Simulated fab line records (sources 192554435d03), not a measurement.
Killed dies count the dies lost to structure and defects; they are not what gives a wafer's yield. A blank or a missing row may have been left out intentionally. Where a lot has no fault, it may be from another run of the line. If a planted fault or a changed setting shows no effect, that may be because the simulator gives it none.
A single fault, viewed from 2 desks || flow n5Finfet || each desk holds nothing but its own numbers, with what lay behind them at the end

## AT THE TOOL OWNER'S DESK: pecvd-02
The tool's own readings at N5_MOL_CONTACT_COAG_PECVD_31 (deposits SiO2 from TEOS/O2, target thk 46 nm, time 8.9 s): means of the sampled wafers that have a number, for each lot that ran on this tool. Any lot whose mean is over 4 standard deviations away from the usual mean is out of limits and marked OUT; that distance is given in the brackets.
Columns: A = susceptorTempC at N5_MOL_CONTACT_COAG_PECVD_31, usual 399.98 C
{"lot": "L938", "first seen here": "day 5 03:55", "A": 399.98}
{"lot": "L940", "first seen here": "day 5 15:25", "A": 399.87}
{"lot": "L942", "first seen here": "day 5 23:16", "A": 400.28}
{"lot": "L944", "first seen here": "day 6 15:35", "A": 400.19}
{"lot": "L950", "first seen here": "day 8 06:06", "A": 400.00}
{"lot": "L951", "first seen here": "day 8 09:09", "A": 399.98}
{"lot": "L954", "first seen here": "day 9 02:16", "A": "414.22 (+62) OUT"}
{"lot": "L956", "first seen here": "day 9 14:34", "A": "414.22 (+62) OUT"}
This desk's verdict: out of limits on L954, L956, starting with L954 at day 9 02:16 (susceptorTempC at N5_MOL_CONTACT_COAG_PECVD_31). L938, L940, L942, L944, L950, L951 stayed within limits.

## AT THE METROLOGY DESK
What the gauges read, lot by lot, whatever tool the lot ran on: means of the sampled wafers that have a number. Any lot whose mean is over 4 standard deviations away from the usual mean is out of limits and marked OUT; that distance is given in the brackets.
Columns: A = VIA_MOL_THK at N5_MOL_CONTACT_COAG_THK_MEAS_53, usual 44.0 nm
{"lot": "L938", "first seen here": "day 5 07:36", "A": 43.7}
{"lot": "L939", "first seen here": "day 5 16:53", "A": 44.1}
{"lot": "L940", "first seen here": "day 5 18:49", "A": 44.2}
{"lot": "L941", "first seen here": "day 5 23:23", "A": 43.6}
{"lot": "L942", "first seen here": "day 6 02:52", "A": 43.5}
{"lot": "L944", "first seen here": "day 6 19:42", "A": 44.0}
{"lot": "L947", "first seen here": "day 7 12:39", "A": 43.9}
{"lot": "L950", "first seen here": "day 8 09:38", "A": 43.9}
{"lot": "L951", "first seen here": "day 8 13:39", "A": 43.7}
{"lot": "L954", "first seen here": "day 9 06:20", "A": "39.6 (-8.0) OUT"}
{"lot": "L956", "first seen here": "day 9 18:40", "A": "40.0 (-7.3) OUT"}
Per this desk, out of limits: L954, L956; the first was L954, day 9 06:20 (VIA_MOL_THK at N5_MOL_CONTACT_COAG_THK_MEAS_53). L938, L939, L940, L941, L942, L944, L947, L950, L951 stayed within limits.

## BROUGHT TOGETHER
The tool owner's desk had the chance to raise an alarm at day 9 02:16 on L954, L956.
Metrology desk: alarm possible at day 9 06:20 on L954, L956.
N5_MOL_CONTACT_COAG_PECVD_31 was run on pecvd-02 by each of the lots named.

## WHAT THE SIMULATOR HAD INSERTED
Process parameters drifting: pecvd-02 at N5_MOL_CONTACT_COAG_PECVD_31, beginning at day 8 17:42. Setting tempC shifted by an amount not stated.
Shown lots that were struck: L954, L956.
Delay (hours) between the fault's onset and each desk's first out-of-limits reading: 9 at the tool owner's desk, 13 at the metrology desk.
